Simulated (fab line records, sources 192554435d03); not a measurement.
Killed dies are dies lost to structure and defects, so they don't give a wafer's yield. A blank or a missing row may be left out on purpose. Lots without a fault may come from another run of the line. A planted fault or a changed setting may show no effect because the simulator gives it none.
A struck lot beside a sound one | flow n5_finfet | 21 steps out of a route of 1938
Sound: wafers L423.2, L423.3, L423.5. Struck: wafers L418.1, L418.2, L418.5. The cause comes at the end.
At each step with rows: each side's tool, then ch and its chambers, then its first start. Under that, the readings that differ: sound wafers | struck wafers | difference of the means | sigmas: that difference in standard deviations of wafers without a fault.
alike: readings whose means differ by less than 2 such deviations, and words and numbers that are the same on both sides. not compared: withheld readings, readings that some wafer has no value for, bounds like >300 that may hide the same value, and numbers for which the record gives no deviation and whose values overlap.
The two part at a step that has a row with sigmas, a row that says differs or no value, or rows on one side only. Numbers that don't overlap but have no deviation are shown without sigmas and don't part them. A reading that every wafer of one side lacks parts them only if that side has two wafers or more.

first, 3 steps without rows for these wafers: N5_BEOL_M4_ANNEAL_87 (time 240 s); N5_BEOL_M4_SPUTTER_88 (material Cu, target thk 4.5 nm, time 8.29 s); N5_BEOL_M4_ANNEAL_89 (time 240 s).
N5_BEOL_M4_SPUTTER_90: material Cu, target thk 4.5 nm, time 8.29 s.
  sound on pvd_sputter-02, day 12 07:57; struck on pvd_sputter-03, day 10 15:17
  alike: throttle_valve_pct
then, 5 steps without rows for these wafers: N5_BEOL_M4_ANNEAL_91 (time 240 s); N5_BEOL_M4_SPUTTER_92 (material Cu, target thk 4.5 nm, time 8.29 s); N5_BEOL_M4_ANNEAL_93 (time 240 s); N5_BEOL_M4_SPUTTER_94 (material Cu, target thk 4.5 nm, time 8.29 s); N5_BEOL_M4_ANNEAL_95 (time 240 s).
N5_BEOL_M4_SPUTTER_96: material Cu, target thk 4.5 nm, time 8.29 s.
  sound on pvd_sputter-02, day 12 08:37; struck on pvd_sputter-03, day 10 15:57
  alike: throttle_valve_pct
then, 1 step without rows for these wafers: N5_BEOL_M4_ECD_50 (material Cu, target thk 300 nm).
N5_BEOL_M4_ANNEAL_51: time 90 s.
  sound on rtp_anneal-02 ch 0, day 12 09:01; struck on rtp_anneal-01 ch 0, day 10 16:09
  alike: wafer_temp_C_max
N5_BEOL_M4_CMP_52: polishes, stops on SiOC, t overpolish 6.8 s, target thk 40 nm.
  sound on cmp-04 ch 0,2,3, day 12 09:18; struck on cmp-02 ch 0,2, day 10 16:29
  reading                                      | sound             | struck            | difference | sigmas
  barrier_field_endpoint_s (s)                 | 25.4 24.4 23.4    | 41.3 41.3 41.3    | +16.9      | +24
  overpolish_run_s (s)                         | 6.814 6.800 6.805 | 0.032 0.032 0.041 | -6.771     | -99 or more
  time_to_endpoint_s (s)                       | 66 63 56          | 81 81 81          | +19        | +5
  model.SiOC_of_BEOL_M4_ILD_DEP_00.thk_nm (nm) | 77 75.2 76.4      | 77.8 77.6 80      | +2.3       |
  alike: motor_current_A, platen_rpm, retaining_ring_pressure_frac, slurry_filter_dp_kPa
N5_BEOL_M4_THK_MEAS_53: measures by xrf.
  sound on film_metro-01, day 12 09:34; struck on film_metro-01, day 10 16:44
  reading     | sound          | struck            | difference | sigmas
  M4_THK (nm) | 40.7 37.4 36.3 | 146.9 147.4 160.8 | +113.6     | +60
N5_BEOL_M4_PRE_CLEAN_60: time 15 s.
  sound on cvd_co-02 ch 0,1, day 12 09:39; struck on cvd_co-02 ch 0,2, day 10 16:47
  alike: heater_power_outer_w, heater_power_w
then, 2 steps without rows for these wafers: N5_BEOL_M4_CO_CAP_55 (material Co, precursor CCTBA/H2, target thk 2 nm, time 102.1 s); N5_BEOL_M4_PRE_CLEAN_56 (time 15 s).
N5_BEOL_M4_DEP_57: deposits SiCN from 3MS/NH3, target thk 8 nm, time 14 s.
  sound on pecvd-01 ch 0,1,2, day 12 09:49; struck on pecvd-04 ch 0,1,2, day 10 16:56
  alike: showerhead_plenum_p_Torr, throttle_valve_pct
N5_BEOL_M4_INSPECT_59: inspects for defects (darkfield).
  sound on defect_inspect-01, day 12 09:54; struck on defect_inspect-02, day 10 17:01
  reading          | sound    | struck         | difference | sigmas
  raw_defect_count | 45 50 56 | 5008 5061 5003 | +4974      | +99 or more
N5_BEOL_M4_RC_MEAS_101:
  the record has rows for the sound wafers here (prober-01 ch 0, day 12 10:05) and none for the struck ones
-- the record jumps here: 4 days lie between the struck wafers' starts before and after (it left off in module BEOL_M4 and takes up again in module PASSIVATION, whose first step shown is number 1936 of the route) --
N5_PASSIVATION_PROBE_49:
  sound on prober-01, day 16 14:19; struck on prober-02, day 15 04:11
  reading                  | sound          | struck         | difference | sigmas
  defect_limited_yield (%) | 89.5 90.3 90.3 | 0 0 0          | -90        | -64
  killed_at_M4_up          | 14 16 16       | 1101 1105 1105 | +1088      | +99 or more
  killed_dies              | 124 114 114    | 1180 1180 1180 | +1063      | +63
  killed_on_rim            | 20 12 19       | 152 152 152    | +135       | +35
  killed_open              | 88 78 76       | 46 50 56       | -30        | -3
  sort_n_pass              | 1056 1066 1066 | 0 0 0          | -1063      | -63
  sort_yield_pct (%)       | 89.5 90.3 90.3 | 0 0 0          | -90        | -60
  alike: killed_at_M0_to_M3, killed_at_contacts, killed_at_front_end, killed_at_other, killed_short, sort_bin_4_leakage, sort_bin_5_function, sort_bin_6_memory

WHERE THEY PART
First at N5_BEOL_M4_CMP_52; last, within this record, at N5_PASSIVATION_PROBE_49.

WHY: what the simulator had put in
Process parameter drift: cmp-02, from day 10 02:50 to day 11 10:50, at N5_BEOL_M4_CMP_52. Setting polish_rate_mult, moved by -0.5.
